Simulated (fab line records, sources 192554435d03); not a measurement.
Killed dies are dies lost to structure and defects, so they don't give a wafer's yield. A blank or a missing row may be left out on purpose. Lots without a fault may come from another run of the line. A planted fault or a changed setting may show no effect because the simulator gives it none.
fab line records | flow n5_finfet
record lots=14 wafers=39 last_day=17
route steps=1938 shown BEOL_M2@911 BEOL_M3@931 BEOL_M4@1111
lots that met no fault: from a run of the same line without faults
start_h: hours from the record's first day to the start of the lot's first wafer shown | wait_h: hours since the lot's step before | " the same as in the row above | L1.1+2: a row that stands for several wafers | - no value, or no start given | * or withheld: withheld | < > ~ a bound
route shown NAME@n: a module of which the file shows steps, and the number in the route of the first | usual: mean/standard deviation of fault-free wafers | same: alike in all rows | chamber/n: place in a boat | sites: the reading at each site | _std_site: their standard deviation | _edge_site: outer sites' mean less inner sites' | radius_mm: how far each site lies from the wafer's centre | mask NAME#n: copy n | behind: the tool/chamber that last shaped the wafer | hold: why the lot was held/for how many hours/how that ended | device: the transistor (n, p or np) that didn't switch | end of line: the same wafers' tests at the end of the route | a step without rows: its recipe alone | killed: dies lost to structure and defects at the first sort, not the wafer's yield | map: a wafer's dies, x killed, . not, _ none there
set.NAME: the setting as run; set.NAME@STEP: as run at that earlier step | model.NAME: the simulator's own value behind a step, which no gauge read
steps of the route over a sample of lots; a table a step, a row a wafer
services: from which hour (start_h, from the record's first day; less than 0 if before it) a tool's chamber was out of use, for how many hours, and why
## steps
# step N5_BEOL_M2_ANNEAL_87
# recipe temp_c=400 time_s=240 ambient=vacuum
# usual heater_power_w=818/84
# columns lot.wafer tool chamber start_h wait_h heater_power_w
L232.3 pvd_sputter-01 - 154.04 0.0 738
L232.4 " - " " 811
L232.6 " - " " 749
L233.2 pvd_sputter-01 - 157.49 0.0 739
L233.3 " - " " 1025
L233.5 " - " " 734
L235.1 pvd_sputter-03 - 170.83 0.0 794
L235.2 " - " " 904
L235.6 " - " " 876
L236.1 pvd_sputter-02 - 175.37 0.0 814
L236.2 " - " " 871
L236.5 " - " " 782
L237.2 pvd_sputter-01 - 182.22 0.0 742
L237.3 " - " " 800
L237.5 " - " " 814
L238.2 pvd_sputter-02 - 188.51 0.0 781
L238.5 " - " " 710
L238.6 " - " " 809
L239.1 pvd_sputter-03 - 193.81 0.0 795
L239.2 " - " " 874
L239.3 " - " " 862
L240.4 pvd_sputter-01 - 204.34 0.0 762
L240.5 " - " " 748
L242.4 pvd_sputter-02 - 205.67 0.0 781
L242.6 " - " " 793
L241.2 pvd_sputter-01 - 208.24 0.0 806
L241.3 " - " " 733
L241.4 " - " " 756
L243.2 pvd_sputter-01 - 227.70 0.0 752
L243.4 " - " " 751
L243.5 " - " " 792
L244.2 pvd_sputter-02 - 231.99 0.0 801
L244.3 " - " " 884
L244.6 " - " " 728
L249.1 pvd_sputter-03 - 245.06 0.0 882
L249.4 " - " " 779
L249.6 " - " " 795
L253.2 pvd_sputter-01 - 278.42 0.0 774
L253.5 " - " " 820
# step N5_BEOL_M2_SPUTTER_92
# recipe material=Cu target_thk_a=45 temp_c=-20 chamber_pressure_pa=0.07 power_w=withheld time_s=8.29
# usual chamber_pressure_pa=0.06999/0.00015 chuck_sensor_temp_C=-16.3/0.35 throttle_valve_pct=30.0/0.85
# columns lot.wafer tool chamber start_h wait_h chamber_pressure_pa chuck_sensor_temp_C throttle_valve_pct
L232.3 pvd_sputter-01 - 154.62 0.1 0.06999 -16.2 30.1
L232.4 " - " " 0.06996 -16.0 28.9
L232.6 " - " " 0.06981 -15.8 30.9
L233.2 pvd_sputter-01 - 158.07 0.1 0.07026 -15.7 31.3
L233.3 " - " " 0.06992 -16.0 29.8
L233.5 " - " " 0.07021 -15.9 31.3
L235.1 pvd_sputter-03 - 171.41 0.1 0.07007 -16.4 30.5
L235.2 " - " " 0.06991 -16.8 30.0
L235.6 " - " " 0.07001 -16.7 30.4
L236.1 pvd_sputter-02 - 175.95 0.1 0.06978 -16.8 31.1
L236.2 " - " " 0.07006 -16.6 29.9
L236.5 " - " " 0.06999 -16.9 29.2
L237.2 pvd_sputter-01 - 182.80 0.1 0.06964 -15.8 31.3
L237.3 " - " " 0.07006 -15.9 28.9
L237.5 " - " " 0.06986 -16.0 29.0
L238.2 pvd_sputter-02 - 189.09 0.1 0.07015 -16.6 29.0
L238.5 " - " " 0.07007 -16.0 28.4
L238.6 " - " " 0.07015 -16.6 28.7
L239.1 pvd_sputter-03 - 194.39 0.1 0.06972 -16.6 30.6
L239.2 " - " " 0.06979 -16.7 30.0
L239.3 " - " " 0.07 -16.6 30.6
L240.4 pvd_sputter-01 - 204.92 0.1 0.06996 -16.2 30.6
L240.5 " - " " 0.0698 -15.8 31.2
L242.4 pvd_sputter-02 - 206.25 0.1 0.07003 -16.5 29.2
L242.6 " - " " 0.06988 -16.6 31.3
L241.2 pvd_sputter-01 - 208.82 0.1 0.06996 -15.8 28.9
L241.3 " - " " 0.07005 -15.7 31.2
L241.4 " - " " 0.07025 -16.2 30.3
L243.2 pvd_sputter-01 - 228.28 0.1 0.06996 -16.1 30.3
L243.4 " - " " 0.07013 -16.1 31.3
L243.5 " - " " 0.07004 -15.9 29.0
L244.2 pvd_sputter-02 - 232.57 0.1 0.06968 -16.7 31.5
L244.3 " - " " 0.06968 -16.7 29.8
L244.6 " - " " 0.06989 -16.0 28.5
L249.1 pvd_sputter-03 - 245.64 0.1 0.07012 -16.3 30.3
L249.4 " - " " 0.07024 -16.2 29.9
L249.6 " - " " 0.06984 -16.5 30.2
L253.2 pvd_sputter-01 - 279.00 0.1 0.06995 -16.1 30.3
L253.5 " - " " 0.07021 -15.9 29.2
# step N5_BEOL_M2_PRE_CLEAN_60
# recipe gas=NH3/H2 time_s=15 temp_c=* rf_power_w=300
# usual heater_power_outer_w=19/5.6 heater_power_w=84/6
# columns lot.wafer tool chamber start_h wait_h heater_power_outer_w heater_power_w
L232.3 cvd_co-02 0 155.93 0.1 19 87
L232.4 " 1 " " 12 76
L232.6 " 0 " " 20 87
L233.2 cvd_co-02 0 159.35 0.1 20 86
L233.3 " 2 " " 29 90
L233.5 " 2 " " 29 90
L235.1 cvd_co-01 1 172.67 0.0 17 91
L235.2 " 2 " " 18 74
L235.6 " 0 " " 18 82
L236.1 cvd_co-02 2 177.21 0.0 29 87
L236.2 " 1 " " 12 75
L236.5 " 1 " " 12 76
L237.2 cvd_co-02 2 184.30 0.0 28 90
L237.3 " 2 " " 29 92
L237.5 " 1 " " 12 75
L238.2 cvd_co-01 1 190.35 0.0 17 89
L238.5 " 1 " " 16 88
L238.6 " 0 " " 18 81
L239.1 cvd_co-02 2 195.71 0.1 28 89
L239.2 " 0 " " 19 88
L239.3 " 1 " " 12 77
L240.4 cvd_co-01 0 206.23 0.1 18 82
L240.5 " 1 " " 17 91
L242.4 cvd_co-01 2 207.82 0.1 18 76
L242.6 " 0 " " 18 83
L241.2 cvd_co-02 0 210.08 0.0 19 90
L241.3 " 2 " " 29 90
L241.4 " 0 " " 20 87
L243.2 cvd_co-02 1 229.63 0.0 12 78
L243.4 " 2 " " 28 92
L243.5 " 0 " " 20 88
L244.2 cvd_co-01 2 233.89 0.1 18 79
L244.3 " 1 " " 17 92
L244.6 " 2 " " 18 78
L249.1 cvd_co-02 2 246.90 0.0 29 91
L249.4 " 0 " " 20 86
L249.6 " 1 " " 12 79
L253.2 cvd_co-01 0 280.27 0.0 18 82
L253.5 " 1 " " 17 89
# step N5_BEOL_M3_ILD_DEP_00
# recipe material=SiOC target_thk_a=790 temp_c=350 precursor=DEMS/O2 pressure_torr=5 rf_w=500 time_s=15.3
# usual heater_power_outer_w=241/40 heater_power_w=441/54 showerhead_plenum_p_Torr=5.691/0.015 throttle_valve_pct=11.9/1
# columns lot.wafer tool chamber start_h wait_h heater_power_outer_w heater_power_w showerhead_plenum_p_Torr throttle_valve_pct
L232.3 pecvd-04 0 156.25 0.0 282 482 5.702 12.4
L232.4 " 2 " " 270 455 5.691 10.9
L232.6 " 0 " " 287 487 5.698 12.7
L233.2 pecvd-04 0 159.64 0.0 264 451 5.687 12.7
L233.3 " 1 " " 249 469 5.690 13.6
L233.5 " 2 " " 207 369 5.701 11.1
L235.1 pecvd-02 1 172.96 0.0 226 422 5.701 12.0
L235.2 " 0 " " 246 480 5.682 11.3
L235.6 " 1 " " 222 429 5.692 12.1
L236.1 pecvd-04 2 177.56 0.0 266 448 5.684 11.2
L236.2 " 1 " " 300 543 5.709 13.8
L236.5 " 0 " " 275 469 5.694 12.7
L237.2 pecvd-04 0 184.64 0.0 279 461 5.697 12.2
L237.3 " 1 " " 309 542 5.673 13.7
L237.5 " 1 " " 309 549 5.697 13.8
L238.2 pecvd-02 0 190.64 0.0 260 481 5.678 11.1
L238.5 " 0 " " 262 494 5.694 11.2
L238.6 " 1 " " 214 412 5.679 11.9
L239.1 pecvd-01 0 195.99 0.0 229 463 5.684 11.8
L239.2 " 2 " " 169 360 5.711 10.7
L239.3 " 1 " " 178 360 5.680 11.3
L240.4 pecvd-01 2 206.55 0.1 192 390 5.718 10.5
L240.5 " 0 " " 191 401 5.723 11.3
L242.4 pecvd-04 0 208.10 0.1 265 475 5.693 12.5
L242.6 " 2 " " 213 375 5.683 11.1
L241.2 pecvd-04 1 210.37 0.0 282 487 5.689 13.7
L241.3 " 2 " " 260 454 5.675 10.7
L241.4 " 1 " " 287 506 5.697 13.4
L243.2 pecvd-01 1 229.92 0.0 227 425 5.681 11.4
L243.4 " 2 " " 178 367 5.714 10.4
L243.5 " 1 " " 226 425 5.679 11.0
L244.2 pecvd-01 1 234.18 0.0 221 407 5.671 11.4
L244.3 " 2 " " 173 372 5.701 10.8
L244.6 " 2 " " 175 354 5.719 10.6
L249.1 pecvd-01 2 247.22 0.0 202 396 5.718 10.4
L249.4 " 1 " " 195 377 5.678 11.2
L249.6 " 2 " " 200 392 5.730 10.7
L253.2 pecvd-01 0 280.56 0.0 229 459 5.688 11.6
L253.5 " 0 " " 223 454 5.695 11.7
# step N5_BEOL_M3_THK_MEAS_01
# recipe reads=SiOC_of_BEOL_M3_ILD_DEP_00
# usual M3_ILD_THK=79.1/1.3
# columns lot.wafer tool chamber start_h wait_h M3_ILD_THK[nm]
L232.3 film_metro-02 - 156.32 0.1 78.9
L232.4 " - " " 79.1
L232.6 " - " " 79.3
L233.2 film_metro-01 - 159.71 0.1 79.4
L233.3 " - " " 80.0
L233.5 " - " " 78.6
L235.1 film_metro-02 - 173.03 0.0 80.3
L235.2 " - " " 79.4
L235.6 " - " " 81.1
L236.1 film_metro-02 - 177.62 0.0 76.6
L236.2 " - " " 79.3
L236.5 " - " " 80.3
L237.2 film_metro-01 - 184.71 0.1 78.0
L237.3 " - " " 79.1
L237.5 " - " " 80.7
L238.2 film_metro-02 - 190.71 0.1 78.9
L238.5 " - " " 80.7
L238.6 " - " " 80.9
L239.1 film_metro-02 - 196.06 0.0 76.5
L239.2 " - " " 76.4
L239.3 " - " " 78.9
L240.4 film_metro-02 - 206.60 0.0 78.6
L240.5 " - " " 77.6
L242.4 film_metro-01 - 208.16 0.0 81.0
L242.6 " - " " 78.0
L241.2 film_metro-02 - 210.44 0.1 79.9
L241.3 " - " " 78.8
L241.4 " - " " 81.7
L243.2 film_metro-02 - 229.99 0.1 78.7
L243.4 " - " " 77.8
L243.5 " - " " 80.4
L244.2 film_metro-01 - 234.25 0.1 78.8
L244.3 " - " " 76.7
L244.6 " - " " 77.9
L249.1 film_metro-01 - 247.28 0.0 76.9
L249.4 " - " " 37.4
L249.6 " - " " 78.7
L253.2 film_metro-01 - 280.62 0.1 77.2
L253.5 " - " " 35.8
# step N5_BEOL_M4_RC_MEAS_101
# usual DIBL_N=37.1/2.4 DIBL_P=37/3 IOFF_N=0.18/0.053 IOFF_P=0.21/0.05 ION_N=674/14 ION_P=459/9.2 SS_N=72.1/0.9 SS_P=73.4/0.89 VT_N=250/3.8 VT_P=-251/3.7
# columns lot.wafer tool chamber start_h wait_h DIBL_N[mV/V] DIBL_P[mV/V] IOFF_N[nA/um] IOFF_P[nA/um] ION_N[uA/um] ION_P[uA/um] SS_N[mV/dec] SS_P[mV/dec] VT_N[mV] VT_P[mV]
L232.3 prober-01 0 182.98 0.3 39.5 40 0.21 0.29 680 466 72.7 74.0 248 -246
L232.4 " 0 " " 36.7 37 0.15 0.22 671 461 71.6 73.3 251 -251
L232.6 " 0 " " 34.4 33 0.13 0.17 654 450 71.9 71.9 255 -253
L233.2 prober-02 0 200.38 0.2 35.7 35 0.16 0.22 671 464 71.8 72.9 249 -249
L233.3 " 0 " " 37.7 36 0.19 0.22 677 461 72.6 73.0 251 -249
L233.5 " 0 " " 34.8 34 0.14 0.18 656 455 71.9 72.3 253 -249
L235.1 prober-01 0 200.63 0.2 35.0 34 0.13 0.16 664 455 71.5 73.0 253 -251
L235.2 " 0 " " 34.1 32 0.12 0.14 652 445 71.4 72.2 256 -257
L235.6 " 0 " " 36.0 35 0.14 0.17 664 453 71.1 72.8 255 -255
L236.1 prober-02 0 205.69 0.0 40.3 37 0.26 0.19 659 447 74.5 73.1 250 -253
L236.2 " 0 " " 35.2 35 0.13 0.16 654 445 70.6 73.0 253 -254
L236.5 " 0 " " 36.3 36 0.14 0.17 655 441 71.5 72.5 252 -254
L237.2 prober-01 0 210.38 0.2 37.7 40 0.19 0.22 671 459 72.5 74.4 250 -251
L237.3 " 0 " " 34.9 36 0.13 0.18 657 450 71.4 73.3 253 -253
L237.5 " 0 " " 36.0 36 0.16 0.18 679 457 72.1 72.9 250 -254
L238.2 prober-02 0 213.79 0.2 36.1 34 0.14 0.20 674 464 72.4 72.6 252 -250
L238.5 " 0 " " 33.4 31 0.11 0.16 656 453 71.2 71.6 256 -252
L238.6 " 0 " " 36.5 36 0.15 0.22 677 474 72.2 73.4 253 -250
L240.4 prober-01 0 230.08 0.5 39.7 37 0.20 0.19 670 449 73.0 74.5 251 -256
L240.5 " 0 " " 34.1 32 0.10 0.13 651 446 71.8 72.7 259 -258
L239.1 prober-01 0 232.04 0.0 33.4 31 0.11 0.15 663 456 70.8 72.4 256 -254
L239.2 " 0 " " 39.3 38 0.22 0.24 685 465 72.2 73.3 247 -249
L239.3 " 0 " " 36.0 34 0.14 0.18 661 443 71.0 72.4 254 -253
L242.4 prober-01 0 234.68 0.5 35.6 36 0.17 0.20 678 462 72.4 73.2 250 -251
L242.6 " 0 " " 37.2 38 0.22 0.23 698 465 71.5 74.4 244 -250
L241.2 prober-02 0 234.89 0.2 37.4 35 0.20 0.18 679 453 72.4 73.6 248 -253
L241.3 " 0 " " 37.3 39 0.17 0.22 670 455 71.4 74.0 251 -252
L241.4 " 0 " " 38.5 39 0.20 0.22 672 449 73.4 74.6 250 -251
L243.2 prober-02 0 254.30 0.2 36.4 37 0.18 0.20 671 456 72.2 73.0 249 -252
L243.4 " 0 " " 37.8 38 0.19 0.22 674 453 72.7 74.0 250 -253
L243.5 " 0 " " 36.6 38 0.19 0.22 692 471 71.8 72.8 246 -251
L244.2 prober-01 0 257.38 0.2 36.5 37 0.16 0.22 682 466 73.1 73.8 251 -248
L244.3 " 0 " " 35.9 36 0.17 0.22 676 465 71.8 73.9 247 -249
L244.6 " 0 " " 35.7 37 0.17 0.23 678 473 71.9 73.6 250 -249
L249.1 prober-01 0 280.56 0.0 40.9 42 0.28 0.33 695 474 72.6 74.0 242 -243
L249.6 " 0 " " 41.2 43 0.27 0.33 688 469 73.1 74.9 245 -244
L253.2 prober-01 0 309.78 0.2 34.7 35 0.14 0.16 665 446 71.2 73.3 251 -255
## services
# columns tool chamber start_h hours kind
pvd_sputter-01 - 131.79 0.9 repair
pecvd-01 - 161.94 0.6 repair
pecvd-04 - 162.24 0.8 repair
cvd_co-02 - 164.73 2.8 pm
cvd_co-02 0 176.20 9.3 repair
pecvd-04 0 198.47 5.0 repair
pecvd-01 - 222.27 2.8 pm
pecvd-04 2 228.18 5.5 scheduled_down
cvd_co-02 - 236.57 0.5 repair
pecvd-01 0 237.40 3.7 repair
pecvd-02 2 242.89 5.5 scheduled_down
pecvd-01 2 250.46 9.1 repair
cvd_co-02 - 263.49 0.8 repair
pecvd-02 1 277.24 2.1 scheduled_down
## key
first_sign step=N5_BEOL_M3_THK_MEAS_01 reading=M3_ILD_THK direction=down sigmas=33 usual=79.1 struck=36.6
effect none on later readings
met_at N5_BEOL_M3_ILD_DEP_00
struck_lots L249,L253
struck_wafers L249.4,L253.5
later_rows_left_out L249.4,L253.5
sort_left_out L249.4,L253.5
not_acting_at N5_BEOL_M2_ANNEAL_87,N5_BEOL_M2_SPUTTER_92,N5_BEOL_M2_PRE_CLEAN_60
onset_between 234.18 247.22
fault kind=process_parameter_drift tool=pecvd-01 chamber=- onset_h=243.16 steps=N5_BEOL_M3_ILD_DEP_00 channel=time_s offset=* shape=step end_h=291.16 scope=struck_wafers_only acts_in=* stated=*
# sort_left_out: the simulated sort isn't trusted on such a fault, so these wafers' sort isn't shown, and their yield isn't known
# later_rows_left_out: the simulator's readings of these wafers behind a module that went badly wrong aren't trusted and aren't shown, but for the sort
